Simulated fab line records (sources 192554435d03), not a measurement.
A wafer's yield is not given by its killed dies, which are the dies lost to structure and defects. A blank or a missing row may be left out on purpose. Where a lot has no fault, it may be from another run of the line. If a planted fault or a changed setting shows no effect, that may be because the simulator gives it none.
8D (eight disciplines) problem report, filled in by code || flow n5_finfet || the parts of the form that need people (team, actions taken, sign-off) are left out

## 1. WHAT IS WRONG
At N5_SD_EPI_P_EPI_MEAS_23, thk_nm averages 48.9 nm over 3 wafers from 2 lots, while fault-free wafers read 61.0 nm, standard deviation 1.1. That puts it -11 standard deviations away from the usual mean.
First observed at day 5 21:01: wafer L372.1, on film_metro-01. At this step, 11 wafers from 4 lots have a number in the record. Rule for "out" (also "out of limits"): further than 4 standard deviations from the usual mean. The rest of the wafers with a number are treated as sound.

## 2. WHAT IT IS; WHAT IT IS NOT
{"question": "which readings at this step", "is": "thk_nm", "is not": "-"}
{"question": "which lots", "is": "L372, L375", "is not": "L365, L383"}
{"question": "which wafers of those lots", "is": "L372.1, L375.1, L375.5", "is not": "L372.3, L372.4"}
{"question": "read on which gauges", "is": "film_metro-01, film_metro-02", "is not": "-"}
{"question": "when", "is": "from day 5 21:01", "is not": "up to then (5 sound wafers); but 3 sound wafers of L383 came after"}

## 3. WHAT RULES OUT EACH SUSPECT
Counting: any tool at a process step up to the reading remains a suspect provided it ran every lot that is out. Sound lots after the first of them don't rule it out here, since some wafers of a struck lot are sound.
- the gauge at N5_SD_EPI_P_EPI_MEAS_23: ruled out. The wafers that are out were read on 2 gauges (film_metro-01, film_metro-02).
- epi_rpcvd-03 at N5_SD_EPI_P_EPI_21 (deposits SiGe:B, time 355 s): kept. It processed each lot that is out (first: L372, day 5 18:48); up to then, its last sound lot is L365 (day 3 19:32).
Remaining after the count: epi_rpcvd-03 at N5_SD_EPI_P_EPI_21.

## 4. THE CAUSE (what the simulator had put in)
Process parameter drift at N5_SD_EPI_P_EPI_21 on epi_rpcvd-03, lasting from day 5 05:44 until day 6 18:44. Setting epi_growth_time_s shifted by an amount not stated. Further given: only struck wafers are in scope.
This tool alone remained once counting was done.

## 5. THE CHAIN OF EFFECTS, in route order
One row per reading whose mean, taken over the struck wafers that have a number, lies over 3 standard deviations from the usual. Only readings whose record carries a usual standard deviation are examined. hours: median over the lots of the time between each lot's start at the first step of this table that gives one and its start at this step. sigmas: the change, counted in usual standard deviations.
{"hours": 0, "step": "N5_SD_EPI_P_EPI_MEAS_23", "reading": "thk_nm", "usual": "61.0 nm", "on struck wafers": 48.9, "change": -12.1, "sigmas": -11}
{"hours": 1, "step": "N5_SD_ACTIVATION_RS_MEAS_03", "reading": "RS_SD_P", "usual": "56.2 ohm/sq", "on struck wafers": 70.6, "change": "+14.4", "sigmas": "+19"}
{"hours": 103, "step": "N5_BEOL_M4_RC_MEAS_101", "reading": "ION_P", "usual": "460 uA/um", "on struck wafers": 437, "change": -23, "sigmas": -3.4}
{"hours": 103, "step": "N5_BEOL_M4_RC_MEAS_101", "reading": "REXT_P", "usual": "100.7 ohm.um", "on struck wafers": 111.6, "change": "+10.9", "sigmas": "+4.3"}
{"hours": 103, "step": "N5_BEOL_M4_RC_MEAS_101", "reading": "RS_SD_P", "usual": "66.0 ohm/sq", "on struck wafers": 83.3, "change": "+17.3", "sigmas": "+19"}
{"hours": 103, "step": "N5_BEOL_M4_RC_MEAS_101", "reading": "VT_P", "usual": "-251.4 mV", "on struck wafers": -262.4, "change": -11.0, "sigmas": -4.1}
{"hours": 103, "step": "N5_BEOL_M4_RC_MEAS_101", "reading": "VT_P_LVT", "usual": "-100.2 mV", "on struck wafers": -109.6, "change": -9.4, "sigmas": -3.5}
{"hours": 210, "step": "N5_PASSIVATION_PROBE_49", "reading": "sort_bin_8_speed", "usual": "0.00 %", "on struck wafers": 1.21, "change": "+1.21", "sigmas": "+99 or more"}
Process steps it contains:
- N5_PASSIVATION_PROBE_49

## 6. HOW IT WOULD HAVE BEEN CAUGHT EARLIER
The first out-of-limits reading at a measuring or inspecting step in this record came at day 5 21:01, 15 hours after the fault's start at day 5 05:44.
L375, from the lots that are out (2), started N5_SD_EPI_P_EPI_21 on epi_rpcvd-03 later than day 5 21:01. It would have been spared by a hold on the tool at that moment.
